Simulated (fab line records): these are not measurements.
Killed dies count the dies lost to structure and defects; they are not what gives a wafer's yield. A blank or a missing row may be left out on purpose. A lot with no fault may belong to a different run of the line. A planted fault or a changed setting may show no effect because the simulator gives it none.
Struck lot and sound lot, side by side / flow n5 finfet / 37 steps out of a route of 1938
Sound: the wafers L387.1, L387.2, L387.5. Wafers struck: L401.1, L401.5, L401.6. Last of all comes the cause.
Per side, at each step with rows, come the tool, then ch with its chambers, and then its first start. Under that, the readings that differ: sound wafers / struck wafers / difference of the means / sigmas: that difference in standard deviations of wafers without a fault.
alike: readings with means less than 2 such deviations apart, plus words and numbers identical on both sides. not compared: withheld readings, readings lacking a value on some wafer, bounds such as >300 that could conceal the same value, and numbers that have no deviation in the record and whose values overlap.
A row with sigmas, a row that says differs or no value, or rows on one side alone: a step with any of these is where the two part. Numbers that have no deviation but don't overlap get no sigmas and don't part them. A reading that every wafer of one side lacks parts them only if that side has two wafers or more.

first, 9 steps without rows for these wafers: N5_WELL_APT_COAT_02 (resist thk 950 nm); N5_WELL_APT_EBR_04; N5_WELL_APT_SOFTBAKE_03 (time 60 s); N5_WELL_APT_EXPOSE_05 (exposes mask NWELL, defocus 0 nm, target cd 200 nm); N5_WELL_APT_PEB_06 (peb time 90 s); N5_WELL_APT_DEVELOP_07 (develop time 45 s); N5_WELL_APT_HARDBAKE_12 (time 120 s); N5_WELL_APT_DESCUM_13 (chemistry O2, time 7.9 s); N5_WELL_APT_IMPLANT_14.
N5_WELL_APT_IMPLANT_15:
  sound on implanter-01 ch 0, day 2 02:41; struck on implanter-01 ch 0, day 5 14:46
reading=model.implant.rp nm (nm); sound=18.82 18.82 18.82; struck=32.84 32.84 32.84; difference=+14.02; sigmas=
reading=model.implant.drp nm (nm); sound=8.457 8.457 8.457; struck=14.87 14.87 14.87; difference=+6.41; sigmas=
then, 25 steps without rows for these wafers: N5_WELL_APT_STRIP_16 (strips in SPM, time 900 s); N5_WELL_APT_HMDS_18 (time 60 s); N5_WELL_APT_COAT_19 (resist thk 950 nm); N5_WELL_APT_EBR_21; N5_WELL_APT_SOFTBAKE_20 (time 60 s); N5_WELL_APT_EXPOSE_22 (exposes mask PWELL, defocus 0 nm, target cd 200 nm); N5_WELL_APT_PEB_23 (peb time 90 s); N5_WELL_APT_DEVELOP_24 (develop time 45 s); N5_WELL_APT_HARDBAKE_29 (time 120 s); N5_WELL_APT_DESCUM_30 (chemistry O2, time 7.9 s); N5_WELL_APT_IMPLANT_31; N5_WELL_APT_IMPLANT_32; N5_WELL_APT_STRIP_33 (strips in SPM, time 900 s); N5_WELL_APT_RTA_34 (time 10 s); N5_WELL_APT_OXIDE_STRIP_42 (strips SiO2 in dHF, time 45 s, target depth 12 nm); N5_WELL_APT_PRECLEAN_36 (cleans in O3/DIW, time 45 s); N5_WELL_APT_PRECLEAN_39 (cleans in dHF, time 60 s); N5_WELL_APT_SRD_37 (time 30 s); N5_WELL_APT_EPI_41 (deposits Si from SiH4/H2, target thk 50 nm, time 297.7 s); N5_PMOS_HMC_CHANNEL_EPI_HM_DEP_34 (deposits SiO2 from TEOS/O2, target thk 36 nm, time 6.9 s); N5_PMOS_HMC_CHANNEL_EPI_COAT_31 (time 60 s, resist thk 66 nm); N5_PMOS_HMC_CHANNEL_EPI_COAT_03 (resist thk 205 nm); N5_PMOS_HMC_CHANNEL_EPI_EBR_05; N5_PMOS_HMC_CHANNEL_EPI_SOFTBAKE_04 (time 60 s); N5_PMOS_HMC_CHANNEL_EPI_EXPOSE_06 (exposes mask PMOS HMC BLK, target cd 240 nm).
-- a jump in the record: the struck wafers' starts before and after are 6 days apart (it breaks off in module PMOS_HMC_CHANNEL_EPI and resumes in module BEOL_M4, where the first step shown is number 1111 of the route) --
N5_BEOL_M4_RC_MEAS_101:
  sound on prober-02 ch 0, day 8 17:44; struck on prober-01 ch 0, day 11 12:51
reading=CJ_P; sound=5.68 5.34 5.28; struck=3.81 3.85 3.83; difference=-1.60; sigmas=-7
reading=RS_NWELL (ohm/sq); sound=1046 1044 1045; struck=1001 1009 1016; difference=-36; sigmas=-5
  alike: DIBL_N, DIBL_P, IOFF_N, IOFF_P, ION_N, ION_P, SS_N, SS_P, VT_N, VT_P
-- here the record skips 5 days between the struck wafers' starts before and after, leaving off in module BEOL_M4 and picking up in module PASSIVATION (first step shown: number 1936 of the route) --
N5_PASSIVATION_PROBE_49:
  sound on prober-02, day 12 16:20; struck on prober-01, day 16 02:05
  alike: defect limited yield, killed_at_M0_to_M3, killed_at_M4_up, killed at contacts, killed at front end, killed at other, killed dies, killed open, killed short, sort_bin_5_function, sort_bin_6_memory, sort n pass, sort yield pct

WHERE THEY PART
N5_BEOL_M4_RC_MEAS_101 only, going by this record. Later steps at which nothing parts them and some readings are alike: N5_PASSIVATION_PROBE_49.

WHY: what the simulator had put in
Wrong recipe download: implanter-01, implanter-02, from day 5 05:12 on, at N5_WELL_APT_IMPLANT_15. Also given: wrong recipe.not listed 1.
